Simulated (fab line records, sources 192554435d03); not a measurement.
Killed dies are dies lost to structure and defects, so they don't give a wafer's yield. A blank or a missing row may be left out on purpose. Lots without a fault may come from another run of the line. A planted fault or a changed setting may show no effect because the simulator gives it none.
One fault seen from 2 desks | flow n5_finfet | each desk has only its own numbers; what lay behind them comes last

THE METROLOGY DESK
What the gauges read, lot by lot, whatever tool the lot ran on: means of the sampled wafers that have a number. A lot is out of limits, marked OUT, if its mean lies more than 4 standard deviations from the usual mean; the brackets give that distance. Of its 10 readings 7 are shown: those that lie furthest out on some lot.
Columns: A = DIBL_N at N5_BEOL_M4_RC_MEAS_101, usual 36.0 mV/V; B = DIBL_P at N5_BEOL_M4_RC_MEAS_101, usual 36.0 mV/V; C = IOFF_N at N5_BEOL_M4_RC_MEAS_101, usual 0.155 nA/um; D = IOFF_P at N5_BEOL_M4_RC_MEAS_101, usual 0.20 nA/um; E = ION_N at N5_BEOL_M4_RC_MEAS_101, usual 672 uA/um; F = SS_N at N5_BEOL_M4_RC_MEAS_101, usual 71.5 mV/dec; G = SS_P at N5_BEOL_M4_RC_MEAS_101, usual 73.2 mV/dec
lot  | first seen here | A    | B    | C     | D    | E   | F    | G
L355 | day 8 19:07     | 39.1 | 39.8 | 0.208 | 0.27 | 694 | 71.5 | 73.7
L357 | day 9 22:37     | 40.5 | 40.1 | 0.216 | 0.27 | 680 | 72.5 | 74.4
L358 | day 10 05:05    | 36.8 | 35.1 | 0.156 | 0.18 | 678 | 71.1 | 73.1
L363 | day 10 21:57    | 36.4 | 35.6 | 0.161 | 0.21 | 679 | 71.7 | 73.0
L370 | day 12 19:56    | 37.3 | 38.8 | 0.187 | 0.25 | 680 | 71.7 | 74.2
L369 | day 12 21:11    | 36.2 | 37.7 | 0.159 | 0.19 | 671 | 71.8 | 73.6
L372 | day 13 15:59    | 37.6 | 36.7 | 0.168 | 0.22 | 676 | 71.6 | 73.8
L375 | day 13 23:31    | 37.1 | 35.7 | 0.166 | 0.22 | 669 | 71.4 | 73.5
L373 | day 14 00:02    | 33.6 | 33.1 | 0.129 | 0.18 | 668 | 71.0 | 72.4
This desk's finding: nothing out of limits on any of the 9 lots.

THE TOOL OWNER'S DESK: rie_diel-06
The tool's own readings at N5_BEOL_M0_ETCH_138 (etches SiCN in CH3F/O2, target depth 12 nm, time 31.6 s): means of the sampled wafers that have a number, for each lot that ran on this tool. A lot is out of limits, marked OUT, if its mean lies more than 4 standard deviations from the usual mean; the brackets give that distance.
Columns: A = drypump_motor_current_A at N5_BEOL_M0_ETCH_138, usual 5.6 A; B = etch_rf_on_time_s at N5_BEOL_M0_ETCH_138, usual 29.3 s; C = oes_product_au at N5_BEOL_M0_ETCH_138, usual 0.69 a.u.; D = rf_vpp_V at N5_BEOL_M0_ETCH_138, usual 297.2 V; E = showerhead_plenum_p_Torr at N5_BEOL_M0_ETCH_138, usual 2.00 Torr; F = throttle_valve_pct at N5_BEOL_M0_ETCH_138, usual 16.29 %
lot  | first seen here | A   | B               | C    | D     | E    | F
L355 | day 6 13:12     | 5.4 | 28.8            | 0.66 | 296.6 | 1.96 | 16.42
L358 | day 7 13:14     | 5.9 | 29.2            | 0.69 | 296.2 | 1.97 | 16.42
L363 | day 8 12:08     | 5.8 | 33.8 (+5.2) OUT | 0.68 | 295.9 | 1.96 | 16.33
L372 | day 10 23:56    | 5.3 | 29.3            | 0.65 | 296.3 | 1.93 | 16.47
L373 | day 11 12:06    | 5.6 | 29.7            | 0.65 | 297.4 | 1.95 | 16.44
L375 | day 11 19:59    | 6.1 | 29.9            | 0.68 | 296.3 | 1.97 | 16.42
This desk's finding: out of limits on L363; first on L363, day 8 12:08 (etch_rf_on_time_s at N5_BEOL_M0_ETCH_138). In limits: L355, L358, L372, L373, L375.

PUT TOGETHER
The tool owner's desk could have raised an alarm at day 8 12:08, on L363.
The metrology desk saw nothing out of limits.
The metrology desk has L363 on record, within its limits.
Of the lots named, all ran N5_BEOL_M0_ETCH_138 on rie_diel-06.

WHAT THE SIMULATOR HAD PUT IN
Process parameter drift: rie_diel-06, from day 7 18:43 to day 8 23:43, at N5_BEOL_M0_ETCH_138. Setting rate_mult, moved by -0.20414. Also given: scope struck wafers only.
Lots struck among those shown: L363.
Hours from the fault's start to each desk's first reading out of limits: the tool owner's desk, 17.
